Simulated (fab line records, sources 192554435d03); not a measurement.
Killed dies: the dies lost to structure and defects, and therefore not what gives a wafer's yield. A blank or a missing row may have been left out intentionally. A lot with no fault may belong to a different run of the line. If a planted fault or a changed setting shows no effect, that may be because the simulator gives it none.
A struck lot beside a sound one	flow n5Finfet	38 steps out of a route of 1938
Sound: wafers L609.1, L609.2, L609.4. Struck: wafer L600.6; the same lot's L600.5 was not struck, so it is left out; see the end for the cause.
Each step with rows lists, per side, the tool, then ch with its chambers, then its first start. Under that, the readings that differ: sound wafers	struck wafers	difference of the means	sigmas: that difference in standard deviations of wafers without a fault.
alike: readings with means less than 2 such deviations apart, plus words and numbers identical on both sides. not compared: withheld readings, readings lacking a value on some wafer, bounds such as >300 that could conceal the same value, and numbers that have no deviation in the record and whose values overlap.
A row with sigmas, a row that says differs or no value, or rows on one side alone: a step with any of these is where the two part. When numbers do not overlap yet have no deviation, they are printed without sigmas and do not part them. A reading missing from all wafers of one side parts the sides only when that side holds two or more wafers.

first, 9 steps without rows for these wafers: N5_BEOL_M2_ANNEAL_95 (time 240 s); N5_BEOL_M2_SPUTTER_96 (material Cu, target thk 4.5 nm, time 8.29 s); N5_BEOL_M2_ECD_50 (material Cu, target thk 300 nm); N5_BEOL_M2_ANNEAL_51 (time 90 s); N5_BEOL_M2_CMP_52 (polishes, stops on SiOC, t overpolish 6.8 s, target thk 40 nm); N5_BEOL_M2_PRE_CLEAN_60 (time 15 s); N5_BEOL_M2_CO_CAP_55 (material Co, precursor CCTBA/H2, target thk 2 nm, time 102.1 s); N5_BEOL_M2_PRE_CLEAN_56 (time 15 s); N5_BEOL_M2_DEP_57 (deposits SiCN from 3MS/NH3, target thk 8 nm, time 14 s).
N5_BEOL_M3_ILD_DEP_00: deposits SiOC from DEMS/O2, target thk 79 nm, time 15.3 s.
  sound on pecvd-03 ch 0,2, day 11 06:55; struck on pecvd-02 ch 0, day 9 00:29
reading	sound	struck	difference	sigmas
model.SiOC_of_BEOL_M3_ILD_DEP_00.thkNm (nm)	77.6 77.6 78.2	122.4	+44.6	
  alike: heaterPowerW, showerheadPlenumPTorr, throttleValvePct
N5_BEOL_M3_THK_MEAS_01:
  struck on filmMetro-02, day 9 00:32; sound on filmMetro-01, day 11 06:59
reading	sound	struck	difference	sigmas
M3_ILD_THK (nm)	77.6 77.5 78.1	122.4	+44.7	+46
then, 24 steps without rows for these wafers: N5_BEOL_M3_PECVD_72 (deposits SiO2 from TEOS/O2, target thk 16 nm, time 18 s); N5_BEOL_M3_HM_DEP_02 (deposits TiN, target thk 20 nm); N5_BEOL_M3_COAT_61 (time 60 s, resist thk 60 nm); N5_BEOL_M3_COAT_62 (time 60 s, resist thk 12 nm); N5_BEOL_M3_COAT_73 (time 60 s, resist thk 5 nm); N5_BEOL_M3_COAT_05 (resist thk 30 nm); N5_BEOL_M3_EBR_07; N5_BEOL_M3_SOFTBAKE_06 (time 60 s); N5_BEOL_M3_EXPOSE_08 (exposes mask M3); N5_BEOL_M3_PEB_09 (peb time 60 s); N5_BEOL_M3_DEVELOP_10 (develop time 30 s); N5_BEOL_M3_DESCUM_16 (chemistry O2, time 7 s); N5_BEOL_M3_ETCH_74 (etches underlayer in N2/H2, target depth 6.5 nm, time 5.2 s); N5_BEOL_M3_ETCH_63 (etches SiARC in CF4, target depth 15.6 nm, time 26 s); N5_BEOL_M3_ETCH_64 (etches SOC in N2/H2, target depth 75 nm, overetch 15 nm, time 112.5 s); N5_BEOL_M3_STRIP_65 (strips in N2/H2); N5_BEOL_M3_STRIP_75 (strips in N2/H2); N5_BEOL_M3_STRIP_66 (strips in CF4); N5_BEOL_M3_HM_OPEN_17 (chemistry Cl2/BCl3, target TiN, target depth 20 nm, overetch 6 nm); N5_BEOL_M3_STRIP_19 (strips in O2); N5_BEOL_M3_COAT_67 (time 60 s, resist thk 60 nm); N5_BEOL_M3_COAT_68 (time 60 s, resist thk 12 nm); N5_BEOL_M3_COAT_76 (time 60 s, resist thk 5 nm); N5_BEOL_M3_COAT_22 (resist thk 30 nm).
N5_BEOL_M3_CMP_52: polishes, stops on SiOC, t overpolish 6.8 s, target thk 40 nm.
  sound on cmp-03 ch 0,1,3, day 11 18:16; struck on cmp-03 ch 3, day 9 12:43
reading	sound	struck	difference	sigmas
model.Cu_of_BEOL_M3_ECD_50.thkNm (nm)	41.6 40.4 40.6	83.6	+42.7	
model.SiOC_of_BEOL_M3_ILD_DEP_00.thkNm (nm)	74.6 74.6 75.2	119.4	+44.6	
  alike: motorCurrentA
N5_BEOL_M4_RC_MEAS_101:
  the record has rows for the sound wafers here (prober-02 ch 0, day 12 13:04) and none for the struck ones
-- a jump in the record: the struck wafers' starts before and after are 5 days apart (it breaks off in module BEOL_M4 and resumes in module PASSIVATION, where the first step shown is number 1936 of the route) --
N5_PASSIVATION_PROBE_49:
  only the struck wafers here have rows in the record (prober-01, day 14 11:08); the sound ones have none

== WHERE THEY PART ==
First at N5_BEOL_M3_THK_MEAS_01; last, within this record, at N5_PASSIVATION_PROBE_49.

WHY: what the simulator had put in
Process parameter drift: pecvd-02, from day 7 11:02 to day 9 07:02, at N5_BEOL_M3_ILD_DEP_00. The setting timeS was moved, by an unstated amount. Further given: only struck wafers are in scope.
